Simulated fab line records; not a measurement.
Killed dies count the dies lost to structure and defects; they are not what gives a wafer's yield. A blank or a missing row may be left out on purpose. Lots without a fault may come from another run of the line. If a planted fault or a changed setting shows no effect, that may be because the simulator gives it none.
The tool behind it: which one?	flow n5Finfet	Sampling: 24 lots, 72 wafers, 6 of 1938 route steps

WHAT EACH GAUGE READ, for each wafer
N5_BEOL_M6_CD_MEAS_11: target cd 38.5 nm. Usual: cdNm 38.8 nm, standard deviation 0.63.
lot	measured	on	cdNm (nm)	flag
L074	day 9 04:14	cdSem-03	39.6 39.3 39.0	
L075	day 9 08:06	cdSem-01	38.3 38.3 38.5	
L077	day 11 05:19	cdSem-01	39.7 38.7 39.6	
L078	day 11 08:32	cdSem-02	38.4 38.1 38.8	
L076	day 11 15:56	cdSem-02	39.7 39.5 39.3	
L083	day 11 16:05	cdSem-03	39.4 38.9 40.1	
L081	day 11 23:46	cdSem-03	38.2 39.2 38.5	
L080	day 12 02:42	cdSem-02	38.5 38.4 38.5	
L079	day 12 07:51	cdSem-03	37.4 38.9 38.0	
L082	day 12 11:58	cdSem-03	38.5 38.7 38.7	
L084	day 13 00:47	cdSem-02	38.5 39.1 38.5	
L085	day 13 06:34	cdSem-02	39.1 39.7 39.5	
L086	day 13 07:10	cdSem-02	40.4 39.4 40.1	
L087	day 13 10:19	cdSem-03	38.3 38.3 38.5	
L088	day 13 10:29	cdSem-01	38.3 39.0 39.1	
L091	day 14 00:29	cdSem-02	38.2 38.8 37.9	
L089	day 14 10:22	cdSem-03	39.0 37.9 38.0	
L093	day 14 23:58	cdSem-01	37.8 38.1 38.4	
L090	day 15 01:59	cdSem-02	39.1 38.8 38.1	
L092	day 15 03:57	cdSem-02	38.9 39.5 40.4	
L094	day 15 04:25	cdSem-01	37.5 38.2 38.3	
L095	day 15 12:10	cdSem-01	38.6 38.3 39.5	
L096	day 16 03:09	cdSem-03	38.3 39.1 39.9	
L097	day 16 06:00	cdSem-02	38.9 38.1 37.6	

WHICH TOOL RAN EACH LOT (tool, then ch and the chambers of the sampled wafers, then the start)
lot	N5_BEOL_M5_ETCH_75	N5_BEOL_M5_CURE_80	N5_BEOL_M5_ANNEAL_89	N5_BEOL_M5_CMP_52	N5_BEOL_M6_HM_DEP_02
L074	rieDiel-06 ch 1,2, day 8 13:56	uvCure-03 ch 1, day 8 14:34	pvdSputter-03, day 8 20:24	cmp-02 ch 1,3, day 9 01:01	pvdSputter-03, day 9 03:52
L075	rieDiel-01 ch 0,2, day 8 23:47	uvCure-02 ch 2, day 9 00:28	pvdSputter-02, day 9 04:45	cmp-02 ch 0,1,2, day 9 06:16	pvdSputter-03, day 9 07:36
L077	rieDiel-06 ch 0,1, day 10 18:26	uvCure-03 ch 2, day 10 19:01	pvdSputter-03, day 10 23:59	cmp-02 ch 0,1,3, day 11 01:34	pvdSputter-01, day 11 04:49
L078	rieDiel-01 ch 0,2,3, day 10 21:34	uvCure-03 ch 2, day 10 22:14	pvdSputter-03, day 11 04:25	cmp-02 ch 1,2,3, day 11 05:55	pvdSputter-01, day 11 08:02
L076	rieDiel-01 ch 0,2,3, day 11 04:43	uvCure-02 ch 1, day 11 05:18	pvdSputter-02, day 11 10:26	cmp-04 ch 0,3, day 11 11:59	pvdSputter-01, day 11 15:26
L083	rieDiel-05 ch 0,1, day 11 07:05	uvCure-01 ch 0, day 11 07:40	pvdSputter-01, day 11 12:10	cmp-03 ch 1,3, day 11 13:40	pvdSputter-01, day 11 15:32
L081	rieDiel-06 ch 1,2,3, day 11 14:43	uvCure-03 ch 0, day 11 15:20	pvdSputter-02, day 11 20:07	cmp-04 ch 0,2,3, day 11 21:37	pvdSputter-03, day 11 23:24
L080	rieDiel-01 ch 0,1,3, day 11 15:07	uvCure-02 ch 2, day 11 15:41	pvdSputter-01, day 11 21:29	cmp-04 ch 0,2,3, day 11 23:00	pvdSputter-02, day 12 02:20
L079	rieDiel-01 ch 1,2,3, day 11 21:44	uvCure-03 ch 0, day 11 22:19	pvdSputter-01, day 12 02:57	cmp-02 ch 1,2,3, day 12 04:28	pvdSputter-02, day 12 07:29
L082	rieDiel-05 ch 0,3, day 12 02:30	uvCure-01 ch 0, day 12 03:05	pvdSputter-01, day 12 07:59	cmp-02 ch 2,3, day 12 09:32	pvdSputter-03, day 12 11:28
L084	rieDiel-06 ch 0,2,3, day 12 14:44	uvCure-03 ch 0, day 12 15:25	pvdSputter-02, day 12 20:03	cmp-04 ch 0,1, day 12 21:34	pvdSputter-03, day 13 00:17
L085	rieDiel-05 ch 0,3, day 12 16:56	uvCure-03 ch 1, day 12 17:38	pvdSputter-01, day 12 23:36	cmp-03 ch 0,1,2, day 13 01:13	pvdSputter-03, day 13 06:04
L086	rieDiel-05 ch 0,1, day 12 20:23	uvCure-02 ch 0, day 12 20:58	pvdSputter-02, day 13 01:52	cmp-02 ch 1,2,3, day 13 03:23	pvdSputter-03, day 13 06:40
L087	rieDiel-05 ch 1,2,3, day 13 00:05	uvCure-03 ch 0, day 13 00:49	pvdSputter-01, day 13 05:26	cmp-03 ch 0,1, day 13 06:58	pvdSputter-02, day 13 09:49
L088	rieDiel-01 ch 0,1,2, day 13 00:11	uvCure-01 ch 1, day 13 00:46	pvdSputter-02, day 13 06:17	cmp-04 ch 1,2,3, day 13 07:47	pvdSputter-03, day 13 09:59
L091	rieDiel-05 ch 0,3, day 13 15:16	uvCure-03 ch 0, day 13 15:54	pvdSputter-02, day 13 20:28	cmp-03 ch 1,3, day 13 22:02	pvdSputter-02, day 13 23:59
L089	rieDiel-06 ch 1,3, day 13 23:38	uvCure-01 ch 0, day 14 00:13	pvdSputter-01, day 14 04:49	cmp-04 ch 0,2, day 14 07:00	pvdSputter-01, day 14 09:52
L093	rieDiel-01 ch 0,3, day 14 11:13	uvCure-01 ch 0, day 14 11:47	pvdSputter-03, day 14 17:19	cmp-02 ch 0,3, day 14 18:51	pvdSputter-01, day 14 23:35
L090	rieDiel-06 ch 0,1,2, day 14 16:23	uvCure-03 ch 0, day 14 16:58	pvdSputter-03, day 14 22:15	cmp-04 ch 0,1,2, day 14 23:46	pvdSputter-03, day 15 01:29
L092	rieDiel-05 ch 1,2,3, day 14 16:43	uvCure-02 ch 2, day 14 17:24	pvdSputter-01, day 14 22:31	cmp-03 ch 0,2,3, day 15 00:02	pvdSputter-01, day 15 03:27
L094	rieDiel-05 ch 2,3, day 14 18:47	uvCure-02 ch 0, day 14 19:23	pvdSputter-02, day 15 00:12	cmp-03 ch 0,1,3, day 15 01:53	pvdSputter-03, day 15 03:55
L095	rieDiel-06 ch 0,2, day 15 02:59	uvCure-01 ch 2, day 15 03:34	pvdSputter-01, day 15 08:10	cmp-02 ch 0,1, day 15 09:43	pvdSputter-02, day 15 11:47
L096	rieDiel-06 ch 0,3, day 15 17:10	uvCure-03 ch 1, day 15 17:56	pvdSputter-02, day 15 23:26	cmp-04 ch 0,3, day 16 00:58	pvdSputter-03, day 16 02:46
L097	rieDiel-05 ch 0,1,3, day 15 20:10	uvCure-02 ch 0, day 15 20:45	pvdSputter-03, day 16 01:31	cmp-02 ch 0,2,3, day 16 03:04	pvdSputter-03, day 16 05:38
- N5_BEOL_M5_ETCH_75: etches underlayer in N2/H2, target depth 6.5 nm, time 5.2 s.
- N5_BEOL_M5_CURE_80: cures SiCOH lowk, time 120 s.
- N5_BEOL_M5_ANNEAL_89: time 1800 s.
- N5_BEOL_M5_CMP_52: polishes, stops on SiCOH lowk, t overpolish 6.9 s, target thk 62 nm.
- N5_BEOL_M6_HM_DEP_02: deposits TiN, target thk 20 nm.

WHAT THE TOOLS THEMSELVES READ (means of the sampled wafers that have a number; where no wafer has one, the mark that the record gives instead)
N5_BEOL_M5_ETCH_75. Usual: drypumpMotorCurrentA 5.73 A, standard deviation 0.27; etchRfOnTimeS 5.23 s, standard deviation 0.14; oesProductAu 0.66 a.u., standard deviation 0.066; rfVppV 523.7 V, standard deviation 2.8; showerheadPlenumPTorr 2.53 Torr, standard deviation 0.091; throttleValvePct 17.83 %, standard deviation 0.28.
lot	tool	drypumpMotorCurrentA (A)	etchRfOnTimeS (s)	oesProductAu (a.u.)	rfVppV (V)	showerheadPlenumPTorr (Torr)	throttleValvePct (%)	flag
L074	rieDiel-06	6.18	5.11	0.64	520.6	2.44	17.86	
L075	rieDiel-01	5.67	5.21	0.63	524.2	2.58	17.90	
L077	rieDiel-06	6.03	5.17	0.63	523.8	2.56	17.89	
L078	rieDiel-01	5.70	5.15	0.69	523.9	2.55	17.62	
L076	rieDiel-01	5.74	5.16	0.69	524.4	2.55	17.62	
L083	rieDiel-05	5.60	5.29	0.61	522.3	2.47	17.90	
L081	rieDiel-06	5.91	5.27	0.64	522.6	2.52	17.93	
L080	rieDiel-01	5.88	5.18	0.72	524.2	2.53	17.54	
L079	rieDiel-01	5.90	5.17	0.68	525.5	2.59	17.81	
L082	rieDiel-05	5.79	5.25	0.64	523.0	2.49	17.78	
L084	rieDiel-06	5.79	5.34	0.64	524.8	2.59	18.03	
L085	rieDiel-05	5.78	5.25	0.64	523.4	2.49	17.79	
L086	rieDiel-05	5.40	5.37	0.60	520.4	2.43	17.94	
L087	rieDiel-05	5.54	5.23	0.70	520.8	2.45	17.77	
L088	rieDiel-01	5.81	5.19	0.65	522.9	2.55	17.88	
L091	rieDiel-05	5.77	5.12	0.66	522.1	2.47	17.68	
L089	rieDiel-06	5.71	5.30	0.65	525.7	2.59	17.85	
L093	rieDiel-01	5.78	5.14	0.72	524.7	2.52	17.35	
L090	rieDiel-06	6.07	5.12	0.61	522.2	2.50	17.99	
L092	rieDiel-05	5.54	5.28	0.68	521.6	2.44	17.80	
L094	rieDiel-05	5.74	5.16	0.72	522.6	2.46	17.65	
L095	rieDiel-06	5.98	5.25	0.61	522.9	2.51	18.17	
L096	rieDiel-06	5.59	5.34	0.64	526.6	2.65	17.94	
L097	rieDiel-05	5.58	5.19	0.61	521.3	2.44	17.85	

N5_BEOL_M5_CURE_80. Usual: lampPowerPct 52.31 %, standard deviation 0.054; wafer_temp_C_max 372.0, standard deviation 0.53.
lot	tool	lampPowerPct (%)	wafer_temp_C_max	flag
L074	uvCure-03	52.35	371.9	
L075	uvCure-02	52.35	372.4	
L077	uvCure-03	52.37	373.0	
L078	uvCure-03	52.30	372.9	
L076	uvCure-02	52.33	372.5	
L083	uvCure-01	52.33	371.6	
L081	uvCure-03	52.31	371.9	
L080	uvCure-02	52.28	372.0	
L079	uvCure-03	52.28	372.1	
L082	uvCure-01	52.29	371.3	
L084	uvCure-03	52.29	372.2	
L085	uvCure-03	52.26	372.0	
L086	uvCure-02	52.29	371.7	
L087	uvCure-03	52.38	371.6	
L088	uvCure-01	52.40	372.1	
L091	uvCure-03	52.28	371.6	
L089	uvCure-01	52.31	371.2	
L093	uvCure-01	52.29	371.6	
L090	uvCure-03	52.26	371.9	
L092	uvCure-02	52.33	372.6	
L094	uvCure-02	52.26	372.0	
L095	uvCure-01	52.30	371.7	
L096	uvCure-03	52.33	372.3	
L097	uvCure-02	52.30	371.6	

N5_BEOL_M5_ANNEAL_89. Usual: heaterPowerW 862 W, standard deviation 92; susceptorTempC 400.02 C, standard deviation 0.2.
lot	tool	heaterPowerW (W)	susceptorTempC (C)	flag
L074	pvdSputter-03	834	399.99	
L075	pvdSputter-02	829	400.06	
L077	pvdSputter-03	868	399.98	
L078	pvdSputter-03	848	400.11	
L076	pvdSputter-02	804	399.83	
L083	pvdSputter-01	914	399.72	
L081	pvdSputter-02	773	399.88	
L080	pvdSputter-01	924	400.13	
L079	pvdSputter-01	938	400.09	
L082	pvdSputter-01	1009	400.01	
L084	pvdSputter-02	770	400.28	
L085	pvdSputter-01	867	400.18	
L086	pvdSputter-02	822	400.13	
L087	pvdSputter-01	912	399.97	
L088	pvdSputter-02	829	400.11	
L091	pvdSputter-02	785	400.11	
L089	pvdSputter-01	997	399.93	
L093	pvdSputter-03	884	400.05	
L090	pvdSputter-03	829	400.16	
L092	pvdSputter-01	922	400.03	
L094	pvdSputter-02	779	399.98	
L095	pvdSputter-01	1000	399.92	
L096	pvdSputter-02	771	400.01	
L097	pvdSputter-03	798	399.92	

N5_BEOL_M5_CMP_52. Usual: barrierFieldEndpointS 24.5 s, standard deviation 0.7; motorCurrentA 6.1 A, standard deviation 0.66; overpolishRunS 6.899 s, standard deviation 0.009; retainingRingPressureFrac 1.001, standard deviation 0.0052; timeToEndpointS 61 s, standard deviation 3.2.
lot	tool	barrierFieldEndpointS (s)	motorCurrentA (A)	overpolishRunS (s)	retainingRingPressureFrac	timeToEndpointS (s)	flag
L074	cmp-02	25.2	5.8	6.885	0.999	64	
L075	cmp-02	25.3	6.0	6.894	0.996	63	
L077	cmp-02	24.6	6.6	6.893	1.001	63	
L078	cmp-02	24.6	5.7	6.903	1.000	63	
L076	cmp-04	25.3	5.9	6.896	1.000	64	
L083	cmp-03	25.7	5.9	6.904	1.005	65	
L081	cmp-04	24.7	6.1	6.903	1.000	63	
L080	cmp-04	24.1	6.0	6.904	1.000	57	
L079	cmp-02	25.3	5.8	6.895	1.000	62	
L082	cmp-02	24.8	5.6	6.902	1.001	60	
L084	cmp-04	24.2	6.1	6.899	0.996	58	
L085	cmp-03	24.7	6.2	6.898	1.006	61	
L086	cmp-02	24.6	5.7	6.904	1.000	61	
L087	cmp-03	24.8	6.5	6.903	1.005	59	
L088	cmp-04	24.1	6.1	6.891	0.997	61	
L091	cmp-03	24.9	6.2	6.905	0.995	65	
L089	cmp-04	24.8	6.3	6.897	1.006	59	
L093	cmp-02	25.3	6.8	6.907	1.002	65	
L090	cmp-04	24.1	6.3	6.901	1.002	58	
L092	cmp-03	23.9	5.5	6.894	1.002	60	
L094	cmp-03	24.2	6.2	6.902	1.002	59	
L095	cmp-02	23.8	6.4	6.901	0.994	61	
L096	cmp-04	23.8	5.9	6.897	1.001	59	
L097	cmp-02	24.6	6.4	6.895	1.005	62	

N5_BEOL_M6_HM_DEP_02. Usual: susceptorTempC 25.01 C, standard deviation 0.12; throttleValvePct 29.7 %, standard deviation 1.4.
lot	tool	susceptorTempC (C)	throttleValvePct (%)	flag
L074	pvdSputter-03	24.87	29.0	
L075	pvdSputter-03	25.01	29.3	
L077	pvdSputter-01	25.06	31.3	
L078	pvdSputter-01	25.11	29.9	
L076	pvdSputter-01	25.08	31.2	
L083	pvdSputter-01	25.00	30.7	
L081	pvdSputter-03	24.93	29.0	
L080	pvdSputter-02	24.93	30.2	
L079	pvdSputter-02	24.88	30.0	
L082	pvdSputter-03	25.09	28.9	
L084	pvdSputter-03	25.02	28.9	
L085	pvdSputter-03	24.94	28.4	
L086	pvdSputter-03	25.01	28.9	
L087	pvdSputter-02	25.00	29.8	
L088	pvdSputter-03	25.02	28.7	
L091	pvdSputter-02	25.06	30.5	
L089	pvdSputter-01	25.02	31.2	
L093	pvdSputter-01	25.02	30.2	
L090	pvdSputter-03	24.90	29.3	
L092	pvdSputter-01	24.94	29.2	
L094	pvdSputter-03	25.06	29.1	
L095	pvdSputter-02	25.04	30.5	
L096	pvdSputter-03	24.96	28.7	
L097	pvdSputter-03	25.09	28.5	

THE ANSWER, worked out from the rows above alone
Rule: a lot counts as off when the mean over its wafers that have a number is more than 3 standard deviations away from the usual mean. A lot without any number at a reading at which 4 lots or more have one is off too. Any other lot the step has rows for is counted as sound. After the gauges, taken in route order, come the tools' own readings; for these a lot's mean is taken, as printed above. At the first step where some lot is off, the reading lying furthest off is the one used; lots without a number count as furthest.
None of the lots is off at any reading shown; this tells nothing.

WHAT WAS PUT IN BY THE SIMULATOR
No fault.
